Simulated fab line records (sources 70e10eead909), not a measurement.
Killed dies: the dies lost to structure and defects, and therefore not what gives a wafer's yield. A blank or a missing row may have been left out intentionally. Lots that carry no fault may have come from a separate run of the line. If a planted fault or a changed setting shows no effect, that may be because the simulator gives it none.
fab line records + flow nand_harc
record:
- lots: 7
- wafers: 21
- last_day: 30
route steps=1302 shown P_CONTACT@236
lots untouched by any fault: they come from a run of this same line in which no faults occurred
start_h: the number of hours between the record's first day and the start of the first shown wafer of the lot + wait_h: hours since the lot's step before + " the same as in the row above + L1.1+2: several wafers, shown together as one row + - no value present, or no start provided + * or withheld: withheld + < > ~ a bound
route shown NAME@n: names a module that has steps shown in the file, with the first one's number in the route + usual: the fault-free wafers' mean and standard deviation + same: alike in all rows + chamber/n: place in a boat + sites: readings site by site + _std_site: standard deviation across them + _edge_site: the outer-site mean with the inner-site mean subtracted + radius_mm: for every site, how far away it sits from the centre of the wafer + mask NAME#n: copy n + behind: the tool/chamber that last shaped the wafer + hold: reason for holding the lot/hours on hold/outcome of the hold + device: transistor that didn't switch, given as n, p or np + end of line: the route-end tests of the same wafers + a step without rows: its recipe alone + killed: the dies lost at the first sort to structure and to defects; this is not the yield of the wafer + map: a wafer's dies, marking killed ones x, the rest . and places with no die _
set.NAME: setting as actually run; set.NAME@STEP: the setting as run at that earlier step + model.NAME: the simulator's own value behind a step, which no gauge read
lots at some steps of the route; a table a step, a row a wafer
services: from which hour (start_h, from the record's first day; less than 0 if before it) a tool's chamber was out of use, for how many hours, and why
== steps ==
step: NHARC_P_CONTACT_ETCH_35
recipe:
- target_depth_a: 390
- over_etch_frac: 0.3
- time_s: 65
- ion_energy_ev: 80
- cf4_flow_sccm: 150
- ar_flow_sccm: 0
- rf_w: 300
- bias_w: 100
- chemistry: CF4
step: NHARC_P_CONTACT_ETCH_36
recipe:
- target_depth_a: 2600
- over_etch_frac: 0.25
- time_s: 406.25
- ion_energy_ev: 200
- n2_flow_sccm: 150
- h2_flow_sccm: 150
- ar_flow_sccm: 0
- rf_w: 400
- bias_w: 150
- chemistry: N2/H2
usual:
- bias_w: 150.0/0.46
- chamber_pressure_mTorr: 30.004/0.029
- drypump_motor_current_A: 5.8/0.4
- oes_product_au: 0.997/0.012
- rf_vpp_V: 431/3.1
- showerhead_plenum_p_Torr: 2.08/0.11
- throttle_valve_pct: 14.172/0.01
same:
- time_s: 406.25
| lot.wafer | tool        | chamber | start_h | wait_h | bias_w | chamber_pressure_mTorr | drypump_motor_current_A | oes_product_au | rf_hours_counter_h | rf_vpp_V | showerhead_plenum_p_Torr | throttle_valve_pct |
|-----------|-------------|---------|---------|--------|--------|------------------------|-------------------------|----------------|--------------------|----------|--------------------------|--------------------|
| L365.1    | rie_diel-03 | 3       | -       | -      | 150.1  | 29.938                 | 5.9                     | 1.001          | 0.3                | 433      | 2.08                     | 14.185             |
| L365.2    | "           | 0       | "       | "      | 149.6  | 29.993                 | 5.5                     | 1.017          | 0.4                | 433      | 2.12                     | 14.173             |
| L365.5    | "           | 0       | "       | "      | 149.6  | 29.988                 | 5.4                     | 1.017          | -                  | 432      | 2.12                     | 14.180             |
| L364.1    | rie_diel-09 | 2       | -       | -      | 150.4  | 30.015                 | 5.8                     | 1.004          | 3.0                | 432      | 2.14                     | 14.183             |
| L364.2    | "           | 3       | "       | "      | 150.3  | 30.021                 | 6.5                     | 0.985          | 3.3                | 428      | 1.98                     | 14.174             |
| L364.6    | "           | 1       | "       | "      | 150.3  | 29.994                 | 5.8                     | 0.991          | -                  | 435      | 2.16                     | 14.167             |
| L366.3    | rie_diel-09 | 1       | -       | -      | 149.9  | 30.064                 | 5.8                     | 1.007          | 4.1                | 435      | 2.16                     | 14.160             |
| L366.4    | "           | 2       | "       | "      | 149.9  | 30.013                 | 5.8                     | 0.991          | 3.7                | 432      | 2.14                     | 14.173             |
| L366.6    | "           | 1       | "       | "      | 150.6  | 29.999                 | 5.9                     | 1.001          | -                  | 433      | 2.16                     | 14.161             |
| L371.1    | rie_diel-07 | 1       | -       | -      | 150.8  | 30.039                 | 5.5                     | 1.016          | 3.5                | 427      | 1.96                     | 14.183             |
| L371.4    | "           | 2       | "       | "      | 150.5  | 30.022                 | 5.5                     | 1.013          | 3.0                | 427      | 1.89                     | 14.171             |
| L371.5    | "           | 3       | "       | "      | 149.6  | 30.049                 | 6.1                     | 1.005          | -                  | 434      | 2.19                     | 14.174             |
| L378.4    | rie_diel-03 | 3       | -       | -      | 149.4  | 30.032                 | 5.9                     | 0.994          | 4.3                | 431      | 2.08                     | 14.164             |
| L378.1    | "           | 0       | "       | "      | 150.3  | 30.004                 | 5.4                     | 1.015          | 4.4                | 433      | 2.12                     | 14.163             |
| L378.5    | "           | 1       | "       | "      | 149.7  | 29.980                 | 5.6                     | 0.972          | -                  | 433      | 2.18                     | 14.173             |
| L379.1    | rie_diel-07 | 1       | -       | -      | 150.7  | 30.012                 | 5.5                     | 1.010          | 5.7                | 427      | 1.96                     | 14.161             |
| L379.3    | "           | 2       | "       | "      | 149.6  | 30.028                 | 5.5                     | 1.003          | 5.8                | 427      | 1.89                     | 14.178             |
| L379.2    | "           | 0       | "       | "      | 149.7  | 30.033                 | 5.5                     | 0.993          | 5.7                | 434      | 2.18                     | 14.181             |
| L381.3    | rie_diel-03 | 1       | -       | -      | 149.6  | 30.017                 | 5.6                     | 0.994          | 0.1                | 435      | 2.18                     | 14.197             |
| L381.4    | "           | 2       | "       | "      | 150.1  | 30.047                 | 6.7                     | 1.019          | 0.1                | 433      | 2.12                     | 14.171             |
| L381.2    | "           | 3       | "       | "      | 149.7  | 30.027                 | 5.9                     | 1.005          | 0.1                | 432      | 2.08                     | 14.173             |
step: NHARC_P_CONTACT_ETCH_18
recipe:
- target_depth_a: 4810
- time_s: 240.5
- c4f8_flow_sccm: 20
- o2_flow_sccm: 10
- ar_flow_sccm: withheld
- rf_w: 600
- bias_w: 1500
- chemistry: C4F8/O2/Ar
usual:
- bias_w: 1500/4.6
- chamber_pressure_mTorr: 25.002/0.021
- oes_product_au: 0.963/0.019
- rf_vpp_V: 981/6.6
same:
- time_s: 240.5
| lot.wafer | tool        | chamber | start_h | wait_h | bias_w | chamber_pressure_mTorr | oes_product_au | rf_hours_counter_h | rf_vpp_V |
|-----------|-------------|---------|---------|--------|--------|------------------------|----------------|--------------------|----------|
| L365.1    | rie_diel-03 | 2       | -       | -      | 1498   | 25.012                 | 0.974          | 0.4                | 983      |
| L365.2    | "           | 0       | "       | "      | 1496   | 24.981                 | 0.972          | 0.6                | 984      |
| L365.5    | "           | 2       | "       | "      | 1504   | 25.021                 | 0.985          | -                  | 985      |
| L364.2    | rie_diel-09 | 2       | -       | -      | 1498   | 25.022                 | 0.940          | 3.2                | 985      |
| L364.1    | "           | 3       | "       | "      | 1502   | 24.972                 | 0.944          | 3.4                | 973      |
| L364.6    | "           | 3       | "       | "      | 1502   | 25.022                 | 0.925          | -                  | 974      |
| L366.4    | rie_diel-09 | 3       | -       | -      | 1504   | 24.991                 | 0.957          | 3.9                | 974      |
| L366.3    | "           | 2       | "       | "      | 1500   | 25.005                 | 0.953          | 3.8                | 984      |
| L366.6    | "           | 0       | "       | "      | 1504   | 25.004                 | 0.970          | -                  | 970      |
| L371.4    | rie_diel-07 | 0       | -       | -      | 1494   | 25.018                 | 0.966          | 3.6                | 987      |
| L371.1    | "           | 1       | "       | "      | 1500   | 25.023                 | 0.999          | 3.5                | 974      |
| L371.5    | "           | 3       | "       | "      | 1510   | 24.963                 | 0.967          | -                  | 987      |
| L378.1    | rie_diel-03 | 0       | -       | -      | 1494   | 25.030                 | 0.964          | 4.5                | 984      |
| L378.4    | "           | 1       | "       | "      | 1503   | 24.985                 | 0.939          | 4.5                | 988      |
| L378.5    | "           | 2       | "       | "      | 1502   | 24.986                 | 0.977          | -                  | 982      |
| L379.3    | rie_diel-07 | 0       | -       | -      | 1506   | 24.996                 | 0.937          | 5.8                | 987      |
| L379.1    | "           | 1       | "       | "      | 1501   | 24.984                 | 0.956          | 5.9                | 973      |
| L379.2    | "           | 3       | "       | "      | 1496   | 24.986                 | 0.962          | 5.9                | 989      |
| L381.2    | rie_diel-03 | 1       | -       | -      | 1503   | 25.012                 | 0.969          | 0.3                | 984      |
| L381.3    | "           | 2       | "       | "      | 1503   | 24.973                 | 0.985          | 0.2                | 982      |
| L381.4    | "           | 3       | "       | "      | 1497   | 25.015                 | 0.948          | 0.2                | 981      |
step: NHARC_P_CONTACT_STRIP_37
recipe:
- c4f8_flow_sccm: withheld
- o2_flow_sccm: 8
- ar_flow_sccm: withheld
- bias_w: 0
- chemistry: C4F8/O2/Ar
step: NHARC_P_CONTACT_ETCH_31
recipe:
- target_depth_a: 300
- time_s: 85.7
- ion_energy_ev: 120
- over_etch_frac: 1
- ch3f_flow_sccm: 50
- o2_flow_sccm: 30
- ar_flow_sccm: 200
- rf_w: 500
- bias_w: 100
- chemistry: CH3F/O2
usual:
- bias_w: 100.0/0.31
- chamber_pressure_mTorr: 25.000/0.024
- drypump_motor_current_A: 5.8/0.4
- oes_product_au: 0.978/0.015
- rf_vpp_V: 244.8/1.9
- showerhead_plenum_p_Torr: 2.50/0.12
- throttle_valve_pct: 20.662/0.0094
same:
- time_s: 85.7
| lot.wafer | tool        | chamber | start_h | wait_h | bias_w | chamber_pressure_mTorr | drypump_motor_current_A | oes_product_au | rf_hours_counter_h | rf_vpp_V | showerhead_plenum_p_Torr | throttle_valve_pct |
|-----------|-------------|---------|---------|--------|--------|------------------------|-------------------------|----------------|--------------------|----------|--------------------------|--------------------|
| L365.1    | rie_diel-03 | 1       | -       | -      | 100.1  | 24.995                 | 5.6                     | 0.966          | 0.5                | 246.3    | 2.62                     | 20.665             |
| L365.2    | "           | 2       | "       | "      | 100.1  | 24.961                 | 6.7                     | 1.000          | 0.5                | 245.8    | 2.55                     | 20.671             |
| L365.5    | "           | 1       | "       | "      | 100.4  | 24.992                 | 5.6                     | 0.972          | -                  | 246.4    | 2.62                     | 20.669             |
| L364.2    | rie_diel-09 | 3       | -       | -      | 99.7   | 24.984                 | 6.5                     | 0.958          | 3.5                | 243.5    | 2.39                     | 20.650             |
| L364.1    | "           | 1       | "       | "      | 99.6   | 25.033                 | 5.8                     | 0.967          | 3.8                | 244.4    | 2.60                     | 20.664             |
| L364.6    | "           | 2       | "       | "      | 99.7   | 24.962                 | 5.8                     | 0.969          | -                  | 246.0    | 2.57                     | 20.675             |
| L366.4    | rie_diel-09 | 3       | -       | -      | 99.7   | 24.982                 | 6.5                     | 0.976          | 4.0                | 242.7    | 2.39                     | 20.682             |
| L366.3    | "           | 0       | "       | "      | 99.3   | 24.989                 | 5.5                     | 0.981          | 4.3                | 242.0    | 2.31                     | 20.666             |
| L366.6    | "           | 1       | "       | "      | 99.9   | 24.948                 | 5.8                     | 0.979          | -                  | 246.5    | 2.60                     | 20.641             |
| L371.4    | rie_diel-07 | 1       | -       | -      | 100.2  | 24.985                 | 5.5                     | 1.017          | 3.6                | 241.8    | 2.37                     | 20.642             |
| L371.1    | "           | 2       | "       | "      | 99.7   | 24.981                 | 5.5                     | 1.010          | 3.2                | 241.8    | 2.29                     | 20.659             |
| L371.5    | "           | 1       | "       | "      | 100.0  | 25.007                 | 5.5                     | 1.014          | -                  | 242.4    | 2.37                     | 20.678             |
| L378.4    | rie_diel-03 | 0       | -       | -      | 99.7   | 25.000                 | 5.4                     | 0.999          | 4.5                | 246.9    | 2.55                     | 20.677             |
| L378.1    | "           | 3       | "       | "      | 100.7  | 25.009                 | 5.9                     | 0.969          | 4.5                | 247.7    | 2.51                     | 20.653             |
| L378.5    | "           | 1       | "       | "      | 100.2  | 25.037                 | 5.6                     | 0.957          | -                  | 247.5    | 2.62                     | 20.663             |
| L379.3    | rie_diel-07 | 0       | -       | -      | 100.0  | 25.041                 | 5.5                     | 0.979          | 5.9                | 246.3    | 2.62                     | 20.657             |
| L379.1    | "           | 1       | "       | "      | 100.5  | 25.028                 | 5.5                     | 0.982          | 6.0                | 243.2    | 2.37                     | 20.667             |
| L379.2    | "           | 2       | "       | "      | 100.1  | 25.033                 | 5.5                     | 0.984          | 6.1                | 242.5    | 2.29                     | 20.657             |
| L381.2    | rie_diel-03 | 0       | -       | -      | 100.7  | 25.008                 | 5.4                     | 0.989          | 0.4                | 245.5    | 2.55                     | 20.661             |
| L381.4    | "           | 1       | "       | "      | 99.9   | 25.009                 | 5.6                     | 0.980          | 0.4                | 245.2    | 2.62                     | 20.663             |
| L381.3    | "           | 2       | "       | "      | 100.2  | 24.990                 | 6.7                     | 1.006          | 0.2                | 246.5    | 2.54                     | 20.666             |
step: NHARC_P_CONTACT_CD_MEAS_19
usual:
- cd_nm: 90.4/2.5
| lot.wafer | tool      | chamber | start_h | wait_h | cd_nm |
|-----------|-----------|---------|---------|--------|-------|
| L365.1    | cd_sem-01 | -       | 123.41  | -      | 91.9  |
| L365.2    | "         | -       | "       | "      | 87.2  |
| L365.5    | "         | -       | "       | "      | 89.3  |
| L364.1    | cd_sem-02 | -       | 124.17  | -      | 88.1  |
| L364.2    | "         | -       | "       | "      | 90.9  |
| L364.6    | "         | -       | "       | "      | 89.4  |
| L366.3    | cd_sem-03 | -       | 137.88  | -      | 89.5  |
| L366.4    | "         | -       | "       | "      | 91.2  |
| L366.6    | "         | -       | "       | "      | 89.3  |
| L371.1    | cd_sem-02 | -       | 192.63  | -      | 89.8  |
| L371.4    | "         | -       | "       | "      | 93.6  |
| L371.5    | "         | -       | "       | "      | 94.5  |
| L378.1    | cd_sem-03 | -       | 268.54  | -      | 86.4  |
| L378.4    | "         | -       | "       | "      | 87.2  |
| L378.5    | "         | -       | "       | "      | 93.7  |
| L379.1    | cd_sem-01 | -       | 269.57  | -      | 85.8  |
| L379.2    | "         | -       | "       | "      | 86.7  |
| L379.3    | "         | -       | "       | "      | 90.5  |
| L381.2    | cd_sem-03 | -       | 292.99  | -      | 91.4  |
| L381.3    | "         | -       | "       | "      | 92.1  |
| L381.4    | "         | -       | "       | "      | 85.5  |
step: NHARC_P_CONTACT_STRIP_28
recipe:
- o2_flow_sccm: 500
- ar_flow_sccm: 0
- bias_w: 0
- chemistry: O2
usual:
- chamber_pressure_mTorr: 60.00/0.057
- drypump_motor_current_A: 5.8/0.41
- oes_product_au: 0.997/0.013
- rf_vpp_V: 58.0/0.88
- showerhead_plenum_p_Torr: 3.61/0.15
- throttle_valve_pct: 17.038/0.0083
same:
- bias_w: 0
| lot.wafer | tool        | chamber | start_h | wait_h | chamber_pressure_mTorr | drypump_motor_current_A | oes_product_au | rf_hours_counter_h | rf_vpp_V | showerhead_plenum_p_Torr | throttle_valve_pct |
|-----------|-------------|---------|---------|--------|------------------------|-------------------------|----------------|--------------------|----------|--------------------------|--------------------|
| L365.1    | rie_diel-03 | 3       | 123.52  | 0.1    | 60.05                  | 5.9                     | 1.002          | 0.6                | 59.7     | 3.60                     | 17.034             |
| L365.2    | "           | 0       | "       | "      | 60.05                  | 5.4                     | 1.012          | 0.6                | 58.7     | 3.66                     | 17.056             |
| L365.5    | "           | 1       | "       | "      | 60.05                  | 5.6                     | 0.975          | -                  | 58.3     | 3.75                     | 17.046             |
| L364.1    | rie_diel-09 | 0       | 124.28  | 0.1    | 59.86                  | 5.5                     | 0.985          | 3.7                | 56.7     | 3.32                     | 17.043             |
| L364.2    | "           | 1       | "       | "      | 60.04                  | 5.8                     | 0.989          | 3.8                | 58.5     | 3.72                     | 17.034             |
| L364.6    | "           | 3       | "       | "      | 59.91                  | 6.6                     | 0.984          | -                  | 56.1     | 3.43                     | 17.040             |
| L366.4    | rie_diel-07 | 3       | 137.95  | 0.1    | 60.05                  | 6.1                     | 0.998          | 0.0                | 57.5     | 3.77                     | 17.051             |
| L366.3    | "           | 2       | "       | "      | 60.07                  | 5.5                     | 1.007          | 0.0                | 57.8     | 3.30                     | 17.045             |
| L366.6    | "           | 0       | "       | "      | 60.02                  | 5.5                     | 0.990          | -                  | 57.4     | 3.75                     | 17.035             |
| L371.4    | rie_diel-03 | 3       | 192.70  | 0.1    | 60.00                  | 5.9                     | 0.996          | 2.1                | 57.4     | 3.60                     | 17.027             |
| L371.1    | "           | 0       | "       | "      | 60.04                  | 5.4                     | 1.026          | 2.2                | 58.8     | 3.66                     | 17.028             |
| L371.5    | "           | 3       | "       | "      | 59.99                  | 5.9                     | 0.996          | -                  | 59.1     | 3.60                     | 17.041             |
| L378.1    | rie_diel-09 | 0       | 268.62  | 0.1    | 60.02                  | 5.5                     | 1.003          | 3.4                | 55.8     | 3.32                     | 17.026             |
| L378.4    | "           | 1       | "       | "      | 60.07                  | 5.8                     | 0.987          | 3.2                | 57.6     | 3.72                     | 17.035             |
| L378.5    | "           | 0       | "       | "      | 59.94                  | 5.5                     | 0.997          | -                  | 57.7     | 3.32                     | 17.050             |
| L379.1    | rie_diel-03 | 2       | 269.65  | 0.1    | 59.94                  | 6.7                     | 1.011          | 4.5                | 58.8     | 3.65                     | 17.035             |
| L379.2    | "           | 3       | "       | "      | 60.03                  | 5.9                     | 0.990          | 4.5                | 57.8     | 3.59                     | 17.049             |
| L379.3    | "           | 1       | "       | "      | 60.05                  | 5.6                     | 0.970          | 4.6                | 56.8     | 3.75                     | 17.037             |
| L381.3    | rie_diel-09 | 1       | 293.06  | 0.1    | 60.01                  | 5.8                     | 0.993          | 3.6                | 58.8     | 3.72                     | 17.049             |
| L381.2    | "           | 2       | "       | "      | 60.09                  | 5.8                     | 1.004          | 3.7                | 57.5     | 3.69                     | 17.037             |
| L381.4    | "           | 3       | "       | "      | 60.01                  | 6.6                     | 0.990          | 3.8                | 58.4     | 3.43                     | 17.039             |
step: NHARC_P_CONTACT_STRIP_29
recipe:
- time_s: 1200
- temp_c: 72.5
- chemistry: post_etch_residue_remover
step: NHARC_P_CONTACT_DEGAS_38
recipe:
- temp_c: 300
- time_s: 60
step: NHARC_P_CONTACT_PRE_CLEAN_39
recipe:
- time_s: 19.5
- bias_v: 250
- gas: Ar
step: NHARC_P_CONTACT_PVD_32
recipe:
- target_thk_a: 50
- chamber_pressure_pa: 5
- power_w: 5000
- substrate_temp_c: 200
- time_s: 17.7
- material: Ti
usual:
- cathode_dc_power_W: 4999.9/0.9
- throttle_valve_pct: 29.5/0.99
same:
- time_s: 17.7
| lot.wafer | tool           | chamber | start_h | wait_h | cathode_dc_power_W | throttle_valve_pct |
|-----------|----------------|---------|---------|--------|--------------------|--------------------|
| L365.2    | pvd_sputter-01 | -       | -       | -      | 5000.0             | 29.5               |
| L365.1    | "              | -       | "       | "      | 5000.1             | 29.4               |
| L365.5    | "              | -       | "       | "      | 4997.8             | 29.5               |
| L364.2    | pvd_sputter-01 | -       | -       | -      | 4999.6             | 29.5               |
| L364.1    | "              | -       | "       | "      | 4999.1             | 27.1               |
| L364.6    | "              | -       | "       | "      | 4998.9             | 29.4               |
| L366.4    | pvd_sputter-02 | -       | -       | -      | 5001.0             | 30.6               |
| L366.3    | "              | -       | "       | "      | 4999.9             | 30.2               |
| L366.6    | "              | -       | "       | "      | 4999.1             | 30.6               |
| L371.4    | pvd_sputter-01 | -       | -       | -      | 5000.6             | 28.6               |
| L371.1    | "              | -       | "       | "      | 4998.9             | 29.5               |
| L371.5    | "              | -       | "       | "      | 4999.9             | 27.2               |
| L378.4    | pvd_sputter-01 | -       | -       | -      | 4998.6             | 29.1               |
| L378.1    | "              | -       | "       | "      | 5000.1             | 28.0               |
| L378.5    | "              | -       | "       | "      | 5000.6             | 29.7               |
| L379.2    | pvd_sputter-03 | -       | -       | -      | 4999.4             | 29.7               |
| L379.1    | "              | -       | "       | "      | 5000.0             | 31.3               |
| L379.3    | "              | -       | "       | "      | 4999.8             | 29.5               |
| L381.2    | pvd_sputter-01 | -       | -       | -      | 5000.0             | 29.6               |
| L381.3    | "              | -       | "       | "      | 4999.4             | 28.1               |
| L381.4    | "              | -       | "       | "      | 4999.4             | 30.5               |
step: NHARC_P_CONTACT_ALD_22
recipe:
- target_thk_a: 30
- pulse_time_s: 1
- ald_cycles: 150
- temp_c: 450
- material: TiN
step: NHARC_P_CONTACT_CVD_23
recipe:
- target_thk_a: 2000
- temp_c: 300
- pressure_torr: 40
- wf6_flow_sccm: 40
- h2_flow_sccm: 1600
- ar_flow_sccm: 1560
- time_s: 557
- material: W
usual:
- heater_power_w: 452/17
- mfc_h2_sccm: 1600/5.2
- throttle_valve_pct: 7.9/0.35
| lot.wafer | tool     | chamber | start_h | wait_h | heater_power_w | mfc_h2_sccm | throttle_valve_pct |
|-----------|----------|---------|---------|--------|----------------|-------------|--------------------|
| L365.1    | cvd_w-02 | 1       | 124.58  | -      | 461            | 1587        | 7.3                |
| L365.2    | "        | 0       | "       | "      | 478            | 1606        | 7.7                |
| L365.5    | "        | 1       | "       | "      | 471            | 1597        | 7.5                |
| L364.2    | cvd_w-01 | 1       | 125.33  | -      | 455            | 1603        | 8.2                |
| L364.1    | "        | 0       | "       | "      | 440            | 1601        | 8.4                |
| L364.6    | "        | 0       | "       | "      | 440            | 1600        | 8.6                |
| L366.4    | cvd_w-02 | 0       | 139.21  | -      | 464            | 1603        | 7.7                |
| L366.3    | "        | 1       | "       | "      | 462            | 1609        | 7.5                |
| L366.6    | "        | 0       | "       | "      | 466            | 1596        | 7.8                |
| L371.1    | cvd_w-02 | 0       | 193.80  | -      | 471            | 1595        | 7.8                |
| L371.4    | "        | 0       | "       | "      | 480            | 1602        | 7.7                |
| L371.5    | "        | 1       | "       | "      | 447            | 1595        | 7.5                |
| L378.1    | cvd_w-01 | 0       | 269.78  | -      | 430            | 1597        | 8.3                |
| L378.4    | "        | 0       | "       | "      | 424            | 1603        | 8.2                |
| L378.5    | "        | 0       | "       | "      | 420            | 1603        | 8.4                |
| L379.2    | cvd_w-01 | 1       | 270.74  | -      | 453            | 1604        | 7.8                |
| L379.1    | "        | 0       | "       | "      | 409            | 1600        | 8.3                |
| L379.3    | "        | 1       | "       | "      | 456            | 1603        | 8.2                |
| L381.2    | cvd_w-01 | 0       | 294.18  | -      | 421            | 1603        | 8.4                |
| L381.3    | "        | 0       | "       | "      | 421            | 1604        | 8.6                |
| L381.4    | "        | 1       | "       | "      | 448            | 1600        | 8.0                |
step: NHARC_P_CONTACT_CMP_24
recipe:
- t_overpolish_s: 30
- target_thk_nm: 200
usual:
- motor_current_A: 12.7/1.5
- overpolish_run_s: 30.000/0.0087
- slurry_flow_ml_min: 150.0/0.46
- time_to_endpoint_s: 40/3.1
| lot.wafer | tool   | chamber | start_h | wait_h | motor_current_A | overpolish_run_s | slurry_flow_ml_min | time_to_endpoint_s |
|-----------|--------|---------|---------|--------|-----------------|------------------|--------------------|--------------------|
| L365.1    | cmp-02 | 2       | 125.25  | 0.6    | 11.6            | 29.993           | 150.1              | 40                 |
| L365.2    | "      | 0       | "       | "      | 11.0            | 29.984           | 149.6              | 43                 |
| L365.5    | "      | 2       | "       | "      | 11.3            | 29.996           | 149.5              | 39                 |
| L364.2    | cmp-02 | 3       | 126.00  | 0.6    | 11.3            | 29.995           | 150.5              | 39                 |
| L364.1    | "      | 1       | "       | "      | 13.1            | 29.987           | 150.1              | 40                 |
| L364.6    | "      | 3       | "       | "      | 11.0            | 30.002           | 150.0              | 39                 |
| L366.3    | cmp-01 | 0       | 139.73  | 0.3    | 12.6            | 30.010           | 149.8              | 41                 |
| L366.4    | "      | 1       | "       | "      | 15.9            | 30.008           | 150.6              | 42                 |
| L366.6    | "      | 3       | "       | "      | 13.9            | 29.994           | 150.6              | 47                 |
| L371.4    | cmp-02 | 1       | 194.44  | 0.4    | 13.0            | 30.002           | 149.8              | 34                 |
| L371.1    | "      | 2       | "       | "      | 11.9            | 30.002           | 149.5              | 40                 |
| L371.5    | "      | 2       | "       | "      | 11.3            | 29.994           | 148.8              | 39                 |
| L378.4    | cmp-02 | 0       | 270.34  | 0.3    | 12.2            | 29.987           | 149.7              | 39                 |
| L378.1    | "      | 2       | "       | "      | 11.9            | 29.988           | 149.7              | 60                 |
| L378.5    | "      | 0       | "       | "      | 11.3            | 29.994           | 150.3              | 61                 |
| L379.1    | cmp-03 | 1       | 271.41  | 0.5    | 11.9            | 30.000           | 150.9              | 56                 |
| L379.3    | "      | 2       | "       | "      | 11.4            | 30.005           | 150.0              | 55                 |
| L379.2    | "      | 3       | "       | "      | 14.0            | 29.990           | 150.0              | 37                 |
| L381.3    | cmp-01 | 3       | 294.86  | 0.4    | 14.3            | 29.998           | 150.6              | 68                 |
| L381.2    | "      | 0       | "       | "      | 13.4            | 30.007           | 149.6              | 43                 |
| L381.4    | "      | 1       | "       | "      | 15.9            | 29.999           | 150.5              | 40                 |
== services ==
| tool           | chamber | start_h | hours | kind   |
|----------------|---------|---------|-------|--------|
| rie_diel-07    | -       | 102.07  | 2.0   | repair |
| rie_diel-03    | -       | 104.30  | 9.0   | pm     |
| rie_diel-07    | -       | 117.32  | 9.0   | pm     |
| cvd_w-02       | -       | 120.67  | 0.3   | repair |
| rie_diel-03    | 0       | 128.10  | 5.5   | repair |
| cmp-02         | -       | 134.61  | 4.0   | pm     |
| rie_diel-09    | -       | 143.10  | 9.0   | pm     |
| cvd_w-01       | 1       | 183.93  | 6.1   | repair |
| cvd_w-01       | -       | 185.00  | 13.0  | pm     |
| cmp-01         | -       | 187.13  | 4.0   | pm     |
| rie_diel-09    | -       | 191.15  | 8.7   | repair |
| cmp-02         | -       | 205.66  | 1.0   | repair |
| cmp-02         | -       | 210.22  | 0.3   | repair |
| pvd_sputter-01 | -       | 226.03  | 10.0  | pm     |
| rie_diel-07    | -       | 227.28  | 33.0  | repair |
| cmp-02         | -       | 232.61  | 4.0   | pm     |
| cmp-01         | -       | 232.62  | 2.8   | repair |
| cmp-02         | -       | 242.00  | 2.8   | repair |
| cmp-02         | -       | 262.85  | 7.0   | repair |
| cvd_w-02       | -       | 269.00  | 13.0  | pm     |
| rie_diel-03    | -       | 281.30  | 9.0   | pm     |
| cvd_w-01       | -       | 281.97  | 0.5   | repair |
| cmp-01         | -       | 285.13  | 4.0   | pm     |
| rie_diel-07    | -       | 294.32  | 9.0   | pm     |
== key ==
first_sign:
- step: NHARC_P_CONTACT_CMP_24
- reading: time_to_endpoint_s
- direction: up
- sigmas: 6.6
- usual: *
- struck: *
effect none on later readings
met_at NHARC_P_CONTACT_CVD_23
struck_wafers L378.1,L378.5,L379.1,L379.3,L381.3
tester_left_out L378,L379,L381
fault:
- kind: process_parameter_drift
- tool: cvd_w-01
- chamber: -
- onset_h: 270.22
- steps: NHARC_P_CONTACT_CVD_23
- channel: target_thk_a
- offset: *
- shape: step
- end_h: 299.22
- scope: struck_wafers_only
- acts_in: *
- stated: *
tester_left_out: of these lots the tester's yield and bins aren't shown, on N5 and GAA mostly nor the transistor test; their killed dies are dies lost to structure and defects alone, not to doping, threshold or leakage, so they don't give the yield
